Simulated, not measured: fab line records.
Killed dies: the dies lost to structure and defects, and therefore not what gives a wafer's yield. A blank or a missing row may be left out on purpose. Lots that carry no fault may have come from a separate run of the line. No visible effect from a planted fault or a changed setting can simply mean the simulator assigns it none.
2 desks looking at one fault | flow n5-finfet | what lay behind the numbers comes last; until then each desk has only its own

== METROLOGY DESK ==
Lot by lot, what the gauges showed, no matter which tool ran the lot: averages of those sampled wafers that carry a number. The brackets show how far a lot's mean lies from the usual mean; more than 4 standard deviations puts the lot out of limits, marked OUT. It has 10 readings; the 7 that lie furthest out on some lot are the ones shown.
Columns: A = DIBL_N at N5_BEOL_M4_RC_MEAS_101, usual 36.2 mV/V; B = IOFF_N at N5_BEOL_M4_RC_MEAS_101, usual 0.16 nA/um; C = IOFF_P at N5_BEOL_M4_RC_MEAS_101, usual 0.22 nA/um; D = ION_P at N5_BEOL_M4_RC_MEAS_101, usual 465 uA/um; E = SS_N at N5_BEOL_M4_RC_MEAS_101, usual 71.5 mV/dec; F = VT_N at N5_BEOL_M4_RC_MEAS_101, usual 250 mV; G = VT_P at N5_BEOL_M4_RC_MEAS_101, usual -249 mV
lot  | first seen here | A    | B    | C    | D   | E    | F   | G
L909 | day 9 21:23     | 37.2 | 0.19 | 0.27 | 473 | 71.6 | 246 | -245
L911 | day 10 11:17    | 37.1 | 0.16 | 0.20 | 466 | 71.8 | 247 | -250
L918 | day 12 08:26    | 36.5 | 0.15 | 0.20 | 465 | 71.4 | 251 | -251
L924 | day 14 03:17    | 33.8 | 0.12 | 0.16 | 455 | 70.7 | 256 | -255
This desk's verdict: no lot among the 4 shows anything out of limits.

== AT THE TOOL OWNER'S DESK: ald-sin-04 ==
The tool's own readings at N5_SDB_ALD_29 (deposits SiNx, target thk 30 nm, pulse time 1 s, ald cycles 600): means of the sampled wafers that have a number, for each lot that ran on this tool. The brackets show how far a lot's mean lies from the usual mean; more than 4 standard deviations puts the lot out of limits, marked OUT.
Columns: A = heater-power-outer-w at N5_SDB_ALD_29, usual 503 W; B = heater-power-w at N5_SDB_ALD_29, usual 823 W; C = precursor-pulse-height-rel at N5_SDB_ALD_29, usual 1.000
lot  | first seen here | A   | B   | C
L909 | day 5 18:59     | 528 | 867 | 1.002
L911 | day 6 06:01     | 503 | 794 | 0.998
L924 | day 9 13:56     | 526 | 868 | 0.986
This desk's verdict: no lot among the 3 shows anything out of limits.

== PUT TOGETHER ==
Metrology desk: nothing out of limits seen.
The desk of the tool owner found nothing out of limits.

== WHAT THE SIMULATOR HAD INSERTED ==
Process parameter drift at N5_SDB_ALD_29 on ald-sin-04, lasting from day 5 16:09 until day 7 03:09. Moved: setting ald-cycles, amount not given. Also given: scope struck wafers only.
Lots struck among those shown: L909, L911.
